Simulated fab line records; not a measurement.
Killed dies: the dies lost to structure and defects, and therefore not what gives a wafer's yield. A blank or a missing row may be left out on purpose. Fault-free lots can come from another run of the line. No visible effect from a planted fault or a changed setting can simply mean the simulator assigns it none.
What tool caused it? + flow n5-finfet + route of 1938 steps, sampled at 1 step: 9 lots, 27 wafers

## WHAT EACH GAUGE READ, for each wafer
N5_BEOL_M4_RC_MEAS_101. Usual: DIBL_N 36.4 mV/V, standard deviation 1.4; DIBL_P 36.3 mV/V, standard deviation 1.5; IOFF_N 0.162 nA/um, standard deviation 0.023; IOFF_P 0.211 nA/um, standard deviation 0.027; ION_N 676 uA/um, standard deviation 9.7; ION_P 463 uA/um, standard deviation 6.4; SS_N 71.5 mV/dec, standard deviation 0.5; SS_P 73.3 mV/dec, standard deviation 0.6; VT_N 249.3 mV, standard deviation 2.5; VT_P -249.9 mV, standard deviation 2.8.
| lot  | measured     | on        | DIBL_N (mV/V)  | DIBL_P (mV/V)  | IOFF_N (nA/um)    | IOFF_P (nA/um)    | ION_N (uA/um) | ION_P (uA/um) | SS_N (mV/dec)  | SS_P (mV/dec)  | VT_N (mV)         | VT_P (mV)            | flag |
|------|--------------|-----------|----------------|----------------|-------------------|-------------------|---------------|---------------|----------------|----------------|-------------------|----------------------|------|
| L323 | day 8 12:34  | prober-02 | 36.4 36.8 34.2 | 36.6 37.2 34.2 | 0.157 0.168 0.123 | 0.228 0.234 0.191 | 673 667 664   | 465 463 456   | 71.7 72.5 71.4 | 73.9 74.0 72.8 | 252.4 250.6 254.9 | -249.1 -248.0 -250.8 |      |
| L330 | day 10 17:31 | prober-02 | 35.0 35.8 35.3 | 36.0 36.0 36.2 | 0.133 0.146 0.143 | 0.176 0.171 0.181 | 668 657 675   | 463 446 459   | 71.6 71.3 71.8 | 73.2 72.7 73.3 | 250.4 252.2 248.1 | -252.8 -252.0 -255.4 |      |
| L331 | day 10 20:30 | prober-01 | 35.7 36.9 37.6 | 34.9 36.0 35.8 | 0.142 0.154 0.162 | 0.204 0.207 0.207 | 672 660 661   | 468 459 452   | 71.3 71.2 72.1 | 72.5 73.3 72.9 | 249.4 246.6 251.6 | -246.3 -248.5 -247.9 |      |
| L332 | day 10 21:04 | prober-02 | 37.0 37.2 37.8 | 36.7 38.1 37.9 | 0.177 0.190 0.192 | 0.185 0.202 0.205 | 682 687 686   | 456 458 459   | 71.9 71.6 71.6 | 73.0 74.1 73.4 | 247.8 247.5 244.2 | -255.2 -252.1 -253.5 |      |
| L335 | day 11 14:55 | prober-01 | 35.0 35.0 35.4 | 35.2 35.0 35.9 | 0.154 0.155 0.172 | 0.215 0.213 0.230 | 688 680 681   | 472 469 466   | 71.2 70.3 71.2 | 74.1 73.4 73.5 | 246.0 250.0 244.4 | -248.1 -248.0 -247.5 |      |
| L339 | day 13 04:40 | prober-02 | 35.7 36.4 36.1 | 35.6 37.2 36.2 | 0.161 0.173 0.163 | 0.188 0.212 0.193 | 681 675 689   | 458 457 462   | 72.2 71.8 71.4 | 73.8 74.8 73.2 | 249.8 248.5 250.0 | -252.5 -249.4 -252.2 |      |
| L340 | day 13 07:33 | prober-02 | 36.0 36.4 36.4 | 34.2 33.9 35.0 | 0.153 0.162 0.162 | 0.213 0.216 0.231 | 670 661 665   | 462 457 466   | 71.6 71.6 71.4 | 73.0 71.9 73.6 | 250.2 250.8 250.8 | -250.2 -246.2 -248.0 |      |
| L342 | day 13 08:16 | prober-01 | 36.9 40.8 38.4 | 36.1 42.2 38.3 | 0.163 0.254 0.188 | 0.192 0.309 0.240 | 676 706 699   | 459 473 472   | 71.7 72.2 71.9 | 73.5 75.0 74.3 | 249.4 244.1 248.1 | -251.9 -243.8 -250.8 |      |
| L343 | day 13 09:50 | prober-02 | 34.1 37.0 35.6 | 32.7 36.4 35.0 | 0.122 0.164 0.149 | 0.172 0.225 0.198 | 674 673 691   | 465 463 470   | 70.9 71.6 71.2 | 72.6 73.3 73.7 | 252.4 248.5 247.3 | -251.9 -248.6 -248.5 |      |

## WHICH TOOL RAN EACH LOT (tool, then ch and the chambers of the sampled wafers, then the start)
No process step before these readings appears in the record.

## AS READ BY THE TOOLS THEMSELVES (means over the sampled wafers that have a number; for cases with no such wafer, the mark the record gives instead)
The record holds no such reading with a usual standard deviation.

## THE ANSWER, worked out from the rows above alone
Rule: take the mean of a lot's wafers that have a number; if it is more than 3 standard deviations from the usual mean, the lot is off. A lot without any number at a reading at which 4 lots or more have one is off too. Any other lot the step has rows for is counted as sound. After the gauges, taken in route order, come the tools' own readings; for these a lot's mean is taken, as printed above. The first step at which some lot is off is used, and at that step the reading that is off furthest; a lot without a number counts as furthest.
Nothing can be told from this: no lot is off at any reading shown.

## WHAT THE SIMULATOR HAD PUT IN
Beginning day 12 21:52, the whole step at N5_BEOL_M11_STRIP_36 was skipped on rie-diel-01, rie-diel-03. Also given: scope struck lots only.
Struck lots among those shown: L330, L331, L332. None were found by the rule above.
